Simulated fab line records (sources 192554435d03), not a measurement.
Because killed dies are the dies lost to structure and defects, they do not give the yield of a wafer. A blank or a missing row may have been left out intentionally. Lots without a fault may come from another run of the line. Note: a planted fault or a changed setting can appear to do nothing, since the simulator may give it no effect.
fab line records	flow n5Finfet
[record] lots = 8	wafers = 24	lastDay = 18
route steps=1938 shown PMOS_HMC_CHANNEL_EPI@68 FIN_SAQP@95 BEOL_M4@1111
lots that met no fault: taken from a fault-free run of the same line
startH: hours from the record's opening day to when the first of the lot's shown wafers began	waitH: time in hours since the lot's previous step	" the same as in the row above	L1.1+2: a single row standing in for several wafers	- no value, or no start given	* or withheld: withheld	< > ~ a bound
route shown NAME@n: a module of which the file shows steps, and the number in the route of the first	usual: mean and standard deviation over wafers with no fault	same: alike in all rows	chamber/n: place in a boat	sites: each site's reading	_std_site: standard deviation of those values	_edge_site: the outer-site mean with the inner-site mean subtracted	radiusMm: for every site, how far away it sits from the centre of the wafer	mask NAME#n: copy n	behind: the tool/chamber that last shaped the wafer	hold: reason for holding the lot/hours on hold/outcome of the hold	device: the transistor (n, p or np) that didn't switch	end of line: tests run on the same wafers once the route is complete	for a step that has no rows: nothing shown but its recipe	killed: count of dies lost to structure and defects at first sort (not the wafer's yield)	map: the dies of a wafer, with x for killed, . for not killed, _ for no die there
set.NAME: the setting as run; set.NAME@STEP: as run at that earlier step	model.NAME: the simulator's own value behind a step, which no gauge read
steps of the route over a sample of lots; a table a step, a row a wafer
services: the hour from which a tool's chamber was out of use, counted from the record's first day as startH (under 0 if before that day), plus the number of hours and why
[[steps]]
[step N5_PMOS_HMC_CHANNEL_EPI_DESCUM_14]
[recipe] chemistry = O2	timeS = 7.9	sourcePowerW = 50	biasPowerW = 20	pressureMtorr = 20	rfFrequencyHz = 2.712e+07	tempC = 40	resist = CAR-ArF-block	o2FlowSccm = 225
[usual] drypumpMotorCurrentA = 5.7/0.33	oesProductAu = 0.75/0.073	rfVppV = 243.3/1.2	showerheadPlenumPTorr = 2.11/0.054	throttleValvePct = 20.44/0.2
lot.wafer	tool	chamber	startH	waitH	drypumpMotorCurrentA	oesProductAu	rfHoursCounterH	rfVppV	showerheadPlenumPTorr	throttleValvePct
L968.4	rieDiel-05	0	17.52	0.0	5.4	0.67	234	240.6	1.98	20.75
L968.5	"	2	"	"	5.9	0.76	-	242.3	2.10	20.39
L968.6	"	3	"	"	5.6	0.73	-	243.0	2.10	20.47
L970.2	rieDiel-01	1	29.52	0.0	5.5	0.77	131	242.3	2.10	20.33
L970.3	"	3	"	"	5.6	0.77	98	242.4	2.02	20.23
L970.5	"	2	"	"	5.4	0.72	-	243.8	2.08	20.84
L982.2	rieDiel-01	3	101.12	0.0	5.6	0.76	119	241.2	2.01	20.24
L982.4	"	3	"	"	5.7	0.76	-	241.0	2.02	20.27
L982.5	"	1	"	"	5.5	0.75	-	244.2	2.10	20.36
L984.3	rieDiel-04	0	114.91	0.3	5.6	0.71	226	243.4	2.16	20.52
L984.4	"	1	"	"	6.3	0.70	205	242.9	2.16	20.58
L984.5	"	0	"	"	5.6	0.71	-	244.9	2.15	20.53
L985.1	rieDiel-05	2	119.95	0.0	5.8	0.73	196	242.8	2.08	20.42
L985.2	"	3	"	"	5.6	0.68	198	241.9	2.09	20.55
L985.3	"	0	"	"	5.4	0.96	4	245.1	2.24	20.36
L986.1	rieDiel-05	2	126.16	0.1	5.9	0.73	198	242.7	2.08	20.42
L986.2	"	0	"	"	5.4	0.95	7	246.3	2.24	20.37
L986.3	"	3	"	"	5.6	0.68	200	243.2	2.09	20.54
L989.2	rieDiel-05	3	143.42	0.0	5.6	0.68	205	242.3	2.09	20.55
L989.3	"	0	"	"	5.4	0.94	12	244.6	2.24	20.38
L989.4	"	0	"	"	5.4	0.93	-	245.9	2.24	20.37
L991.2	rieDiel-05	3	155.89	0.2	5.6	0.68	210	242.9	2.08	20.55
L991.4	"	2	"	"	5.8	0.72	209	241.9	2.08	20.45
L991.5	"	1	"	"	5.2	0.76	-	243.0	2.11	20.22
[step N5_PMOS_HMC_CHANNEL_EPI_STRIP_33]
[recipe] chemistry = N2/H2	powerW = 500	tempC = 40	pressureMtorr = 50	rfFrequencyHz = 6e+07	overashFraction = 0.3	biasPowerW = 8	h2Frac = 0.5	n2FlowSccm = 300	h2FlowSccm = 300
[usual] drypumpMotorCurrentA = 5.7/0.33	n2FlowSccm = 300.1/0.83	oesProductAu = 0.75/0.074	rfVppV = 54.3/1.7	showerheadPlenumPTorr = 3.39/0.087	throttleValvePct = 18.84/0.25
lot.wafer	tool	chamber	startH	waitH	drypumpMotorCurrentA	n2FlowSccm	oesProductAu	rfHoursCounterH	rfVppV	showerheadPlenumPTorr	throttleValvePct
L968.4	rieDiel-05	0	17.66	0.0	5.4	301.1	0.67	234	56.1	3.18	18.92
L968.5	"	2	"	"	5.9	300.3	0.76	-	56.4	3.35	18.83
L968.6	"	3	"	"	5.6	299.4	0.73	-	53.7	3.35	18.59
L970.2	rieDiel-01	1	29.65	0.0	5.5	299.9	0.78	132	54.3	3.37	18.63
L970.3	"	3	"	"	5.7	299.3	0.78	98	55.2	3.25	18.71
L970.5	"	2	"	"	5.4	300.2	0.72	-	56.3	3.34	19.26
L982.2	rieDiel-01	3	101.26	0.0	5.7	301.0	0.76	119	53.5	3.24	18.75
L982.4	"	3	"	"	5.7	299.2	0.76	-	54.5	3.24	18.69
L982.5	"	1	"	"	5.6	299.6	0.76	-	53.2	3.36	18.68
L984.3	rieDiel-04	0	115.04	0.0	5.6	301.2	0.71	226	56.8	3.47	19.07
L984.4	"	1	"	"	6.3	299.7	0.71	205	54.1	3.45	18.93
L984.5	"	0	"	"	5.7	300.9	0.70	-	55.5	3.47	19.04
L985.1	rieDiel-05	2	120.08	0.0	5.9	301.5	0.71	196	56.2	3.33	18.86
L985.2	"	3	"	"	5.6	299.1	0.69	198	54.0	3.33	18.67
L985.3	"	0	"	"	5.4	299.2	0.96	4	53.8	3.58	18.49
L986.1	rieDiel-05	2	126.30	0.0	5.9	300.0	0.72	198	52.2	3.33	18.87
L986.2	"	0	"	"	5.4	300.4	0.93	7	56.5	3.58	18.48
L986.3	"	3	"	"	5.6	299.0	0.68	200	54.7	3.33	18.64
L989.2	rieDiel-05	3	143.55	0.0	5.6	298.9	0.70	205	54.6	3.33	18.69
L989.3	"	0	"	"	5.4	300.3	0.94	12	56.6	3.57	18.52
L989.4	"	0	"	"	5.4	300.4	0.94	-	54.1	3.57	18.50
L991.2	rieDiel-05	3	156.02	0.0	5.6	300.3	0.68	210	55.0	3.33	18.69
L991.4	"	2	"	"	5.9	300.5	0.72	209	55.6	3.33	18.89
L991.5	"	1	"	"	5.2	299.4	0.76	-	55.0	3.37	18.65
[step N5_FIN_SAQP_DENSIFY_62]
[recipe] tempC = 700	timeS = 60	ambient = N2	idleTempC = 600	rampUpCPerS = 150	rampDownCPerS = 60	coolToC = 600
[usual] lampPowerPct = 9.84/0.054	wafer_temp_C_max = 703.3/0.68
lot.wafer	tool	chamber	startH	waitH	lampPowerPct	wafer_temp_C_max
L968.4	rtpAnneal-01	0	20.70	0.2	9.92	701.9
L968.5	"	0	"	"	9.84	703.5
L968.6	"	0	"	"	9.81	704.7
L970.2	rtpAnneal-02	0	33.23	0.1	9.89	703.5
L970.3	"	0	"	"	9.82	703.0
L970.5	"	0	"	"	9.81	702.2
L982.2	rtpAnneal-02	0	104.41	0.2	9.79	704.2
L982.4	"	0	"	"	9.80	703.3
L982.5	"	0	"	"	9.84	704.1
L984.3	rtpAnneal-01	0	118.29	0.3	9.85	702.6
L984.4	"	0	"	"	9.81	702.2
L984.5	"	0	"	"	9.86	704.6
L985.1	rtpAnneal-01	0	123.03	0.1	9.86	703.0
L985.2	"	0	"	"	9.86	703.4
L985.3	"	0	"	"	9.87	703.9
L986.1	rtpAnneal-01	0	129.34	0.1	9.86	704.7
L986.2	"	0	"	"	9.93	703.2
L986.3	"	0	"	"	9.90	702.6
L989.2	rtpAnneal-02	0	146.64	0.1	10.05	703.5
L989.3	"	0	"	"	9.88	703.0
L989.4	"	0	"	"	9.83	704.4
L991.2	rtpAnneal-02	0	159.72	0.1	9.81	704.1
L991.4	"	0	"	"	9.83	703.3
L991.5	"	0	"	"	9.85	702.2
[step N5_FIN_SAQP_HM_DEP_03]
[recipe] material = SiNx	targetThkA = 380	tempC = 400	precursor = SiH4/NH3/N2	pressureTorr = 1.5	rfW = 300	timeS = 33.6
[usual] heaterPowerW = 787/130	showerheadPlenumPTorr = 5.16/0.073	throttleValvePct = 39.1/1.7
lot.wafer	tool	chamber	startH	waitH	heaterPowerW	showerheadPlenumPTorr	throttleValvePct
L968.4	pecvd-04	2	20.85	0.1	646	5.11	37.4
L968.5	"	1	"	"	775	5.17	40.5
L968.6	"	0	"	"	708	5.10	39.7
L970.2	pecvd-03	0	33.41	0.2	687	5.21	37.3
L970.3	"	1	"	"	690	5.18	40.9
L970.5	"	0	"	"	695	5.19	37.1
L982.2	pecvd-03	1	104.61	0.2	733	5.16	41.0
L982.4	"	1	"	"	735	5.17	40.7
L982.5	"	0	"	"	582	5.20	36.7
L984.3	pecvd-03	0	118.45	0.1	619	5.20	37.0
L984.4	"	2	"	"	854	5.25	37.0
L984.5	"	1	"	"	718	5.16	40.9
L985.1	pecvd-04	1	123.25	0.2	708	5.17	40.6
L985.2	"	0	"	"	748	5.10	40.2
L985.3	"	2	"	"	540	5.11	38.2
L986.1	pecvd-01	0	129.56	0.2	912	5.25	37.4
L986.2	"	1	"	"	891	5.17	41.2
L986.3	"	2	"	"	823	5.01	40.0
L989.2	pecvd-01	2	146.82	0.2	900	5.02	40.0
L989.3	"	0	"	"	769	5.27	37.6
L989.4	"	0	"	"	772	5.27	37.3
L991.2	pecvd-04	1	159.90	0.2	759	5.16	40.2
L991.4	"	0	"	"	789	5.10	40.0
L991.5	"	1	"	"	740	5.17	40.5
[step N5_FIN_SAQP_THK_MEAS_05]
[usual] thkNm = 38.0/0.51
lot.wafer	tool	chamber	startH	waitH	thkNm
L968.4	filmMetro-01	-	20.91	0.0	38.6
L968.5	"	-	"	"	39.0
L968.6	"	-	"	"	38.6
L970.2	filmMetro-02	-	33.50	0.1	37.8
L970.3	"	-	"	"	37.9
L970.5	"	-	"	"	38.4
L982.2	filmMetro-01	-	104.69	0.1	37.5
L982.4	"	-	"	"	45.0
L982.5	"	-	"	"	38.1
L984.3	filmMetro-01	-	118.54	0.1	38.2
L984.4	"	-	"	"	45.5
L984.5	"	-	"	"	38.3
L985.1	filmMetro-02	-	123.33	0.1	37.4
L985.2	"	-	"	"	37.1
L985.3	"	-	"	"	37.7
L986.1	filmMetro-01	-	129.64	0.1	38.0
L986.2	"	-	"	"	38.1
L986.3	"	-	"	"	38.2
L989.2	filmMetro-01	-	146.91	0.1	36.9
L989.3	"	-	"	"	38.1
L989.4	"	-	"	"	38.1
L991.2	filmMetro-01	-	159.99	0.1	37.7
L991.4	"	-	"	"	37.8
L991.5	"	-	"	"	38.2
[step N5_FIN_SAQP_HM_OPEN_33]
[recipe] chemistry = CH3F/O2	target = SiNx	maskMaterial = SiO2	targetDepthA = 494	timeS = 70.6	pressureMtorr = 30	sourceW = 395	biasW = 73	Ar_flow_sccm = 150	CH3F_flow_sccm = 30	O2_flow_sccm = 20	ionEnergyEv = 120	ends = cleared
[usual] drypumpMotorCurrentA = 5.7/0.51	etchRfOnTimeS = 69.6/1.7	oesProductAu = 0.70/0.068	rfVppV = 298/5.9	showerheadPlenumPTorr = 2.02/0.059	throttleValvePct = 16.25/0.26
lot.wafer	tool	chamber	startH	waitH	drypumpMotorCurrentA	etchRfOnTimeS	oesProductAu	rfHoursCounterH	rfVppV	showerheadPlenumPTorr	throttleValvePct
L968.4	rieDiel-03	2	25.89	0.1	5.6	72.5	0.59	239	295	2.06	16.32
L968.5	"	1	"	"	6.1	71.9	0.59	-	309	2.06	16.49
L968.6	"	0	"	"	5.4	69.9	0.81	-	304	2.12	15.68
L970.2	rieDiel-03	2	39.18	0.1	5.6	70.2	0.59	246	295	2.06	16.33
L970.3	"	1	"	"	6.1	70.1	0.59	246	308	2.06	16.50
L970.5	"	1	"	"	6.1	71.0	0.58	-	307	2.06	16.49
L982.2	rieDiel-02	1	111.94	0.1	5.0	70.3	0.76	18	296	1.98	16.35
L982.4	"	0	"	"	5.4	84.8	0.63	134	294	2.01	16.47
L982.5	"	2	"	"	5.1	68.3	0.82	-	285	1.96	16.36
L984.3	rieDiel-06	3	123.57	0.0	6.6	68.9	0.71	71	298	2.03	16.40
L984.4	"	0	"	"	6.2	83.9	0.76	21	293	1.97	16.39
L984.5	"	2	"	"	5.4	71.9	0.72	-	298	1.95	16.28
L985.1	rieDiel-06	0	127.93	0.2	6.2	68.1	0.77	23	292	1.97	16.37
L985.2	"	2	"	"	5.4	68.9	0.71	77	296	1.95	16.30
L985.3	"	3	"	"	6.6	67.3	0.71	74	300	2.03	16.43
L986.1	rieDiel-03	1	134.15	0.0	6.1	69.5	0.79	30	308	2.05	16.07
L986.2	"	3	"	"	6.0	67.9	0.66	121	294	2.00	16.03
L986.3	"	2	"	"	5.6	68.4	0.77	18	296	2.05	15.93
L989.2	rieDiel-03	3	151.33	0.0	6.0	66.0	0.65	125	293	2.00	16.02
L989.3	"	1	"	"	6.1	70.3	0.77	35	307	2.05	16.07
L989.4	"	0	"	"	5.4	69.7	0.71	66	304	2.10	15.79
L991.2	rieDiel-02	0	164.48	0.1	5.3	71.2	0.62	152	295	2.00	16.52
L991.4	"	3	"	"	5.4	69.7	0.66	-	296	2.08	16.41
L991.5	"	2	"	"	5.1	69.6	0.78	-	284	1.95	16.40
[step N5_BEOL_M4_RC_MEAS_101]
[usual] DIBL_N = 36.0/1.9	DIBL_P = 36.0/2.1	IOFF_N = 0.155/0.029	IOFF_P = 0.20/0.032	ION_N = 672/11	ION_P = 461/6.9	SS_N = 71.5/0.58	SS_P = 73.2/0.64	VT_N = 250.4/2.9	VT_P = -251.0/2.8
lot.wafer	tool	chamber	startH	waitH	DIBL_N[mV/V]	DIBL_P[mV/V]	IOFF_N[nA/um]	IOFF_P[nA/um]	ION_N[uA/um]	ION_P[uA/um]	SS_N[mV/dec]	SS_P[mV/dec]	VT_N[mV]	VT_P[mV]
L968.4	prober-02	0	180.36	0.5	34.5	33.8	0.124	0.16	676	455	70.4	72.2	254.2	-256.0
L968.5	"	0	"	"	35.0	35.0	0.131	0.17	659	446	71.1	72.5	253.3	-252.8
L968.6	"	0	"	"	35.1	34.7	0.136	0.16	661	451	70.7	72.9	251.9	-257.8
L970.2	prober-01	0	187.22	0.2	34.9	34.6	0.145	0.22	661	457	71.4	72.4	249.4	-248.6
L970.3	"	0	"	"	35.2	35.3	0.160	0.22	670	462	71.6	73.1	245.6	-248.3
L970.5	"	0	"	"	36.4	35.9	0.168	0.22	669	460	72.3	72.6	247.4	-250.0
L982.2	prober-01	0	256.73	0.2	35.7	35.4	0.163	0.23	669	469	70.7	73.5	247.3	-248.7
L982.4	"	0	"	"	32.6	31.3	0.106	0.17	661	462	70.0	72.9	254.3	-251.9
L982.5	"	0	"	"	33.0	32.2	0.117	0.18	662	467	70.9	72.9	249.7	-249.4
L984.3	prober-02	0	279.82	0.3	36.1	36.5	0.134	0.18	661	454	71.1	72.7	256.5	-253.1
L984.4	"	0	"	"	37.7	38.7	0.163	0.21	683	459	71.5	73.9	253.4	-252.2
L984.5	"	0	"	"	40.0	41.4	0.216	0.26	681	465	72.0	75.0	251.1	-249.7
L986.1	prober-02	0	283.94	0.0	36.7	37.7	0.173	0.23	684	470	71.7	73.8	248.6	-248.9
L986.2	"	0	"	"	37.2	38.2	0.186	0.24	669	460	71.4	74.2	245.9	-247.8
L986.3	"	0	"	"	38.1	40.4	0.202	0.28	688	475	72.0	74.6	245.9	-245.5
L985.1	prober-01	0	285.18	0.0	35.9	37.6	0.158	0.19	682	463	71.7	73.3	251.3	-253.3
L985.2	"	0	"	"	37.4	38.4	0.185	0.20	674	457	71.9	74.1	250.6	-255.3
L985.3	"	0	"	"	35.4	37.0	0.133	0.17	658	456	71.7	73.5	255.4	-255.4
L991.2	prober-01	0	311.51	0.2	37.5	36.0	0.179	0.23	672	465	71.6	73.9	248.6	-246.8
L991.4	"	0	"	"	35.8	34.7	0.147	0.20	678	460	71.1	72.9	251.6	-250.3
L991.5	"	0	"	"	38.0	36.4	0.173	0.24	657	450	71.5	73.8	248.6	-252.1
L989.2	prober-02	0	312.04	0.2	33.6	33.1	0.130	0.18	675	467	71.5	72.1	250.5	-250.3
L989.3	"	0	"	"	32.7	32.2	0.124	0.17	673	464	70.7	72.4	255.6	-251.7
L989.4	"	0	"	"	34.6	33.9	0.132	0.19	656	457	70.9	72.7	253.0	-251.1
[[services]]
tool	chamber	startH	hours	kind
rieDiel-05	0	20.63	4.3	repair
rieDiel-05	2	23.39	13.6	repair
pecvd-03	2	24.85	7.1	repair
rieDiel-06	-	28.41	28.1	pm
rieDiel-04	-	30.72	3.5	repair
pecvd-01	-	32.18	1.5	repair
rieDiel-02	3	49.63	8.5	repair
rieDiel-02	0	53.04	14.0	repair
pecvd-04	-	53.76	0.7	repair
pecvd-01	-	60.67	1.1	repair
rieDiel-02	-	63.34	4.1	repair
rieDiel-05	0	75.31	-	clean
rieDiel-05	0	75.31	-	consumableReplace:focusRing
rieDiel-05	0	75.31	-	consumableReplace:showerhead
rieDiel-01	0	83.15	5.0	repair
rieDiel-01	0	97.10	6.9	repair
rieDiel-06	-	100.57	14.6	pm
rieDiel-06	0	131.05	5.5	repair
pecvd-03	-	136.71	1.1	repair
rieDiel-05	1	141.67	9.0	repair
pecvd-03	-	145.76	1.0	repair
pecvd-04	-	150.68	0.5	repair
rieDiel-06	0	162.38	3.7	repair
rieDiel-02	1	162.82	3.1	repair
[[key]]
[firstSign] step = N5_FIN_SAQP_THK_MEAS_05	reading = thkNm	direction = up	sigmas = 14	usual = *	struck = *
[effect] step = N5_FIN_SAQP_HM_OPEN_33	reading = etchRfOnTimeS	direction = up	sigmas = 8.8	usual = *	struck = *
metAt N5_FIN_SAQP_HM_DEP_03
struckLots L982,L984
struckWafers L982.4,L984.4
notActingAt N5_PMOS_HMC_CHANNEL_EPI_DESCUM_14,N5_PMOS_HMC_CHANNEL_EPI_STRIP_33,N5_FIN_SAQP_DENSIFY_62
onsetBetween 33.41 104.61
[fault] kind = processParameterDrift	tool = pecvd-03	chamber = -	onsetH = 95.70	steps = N5_FIN_SAQP_HM_DEP_03	channel = timeS	offset = *	shape = step	endH = 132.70	scope = struckWafersOnly	actsIn = *	stated = *
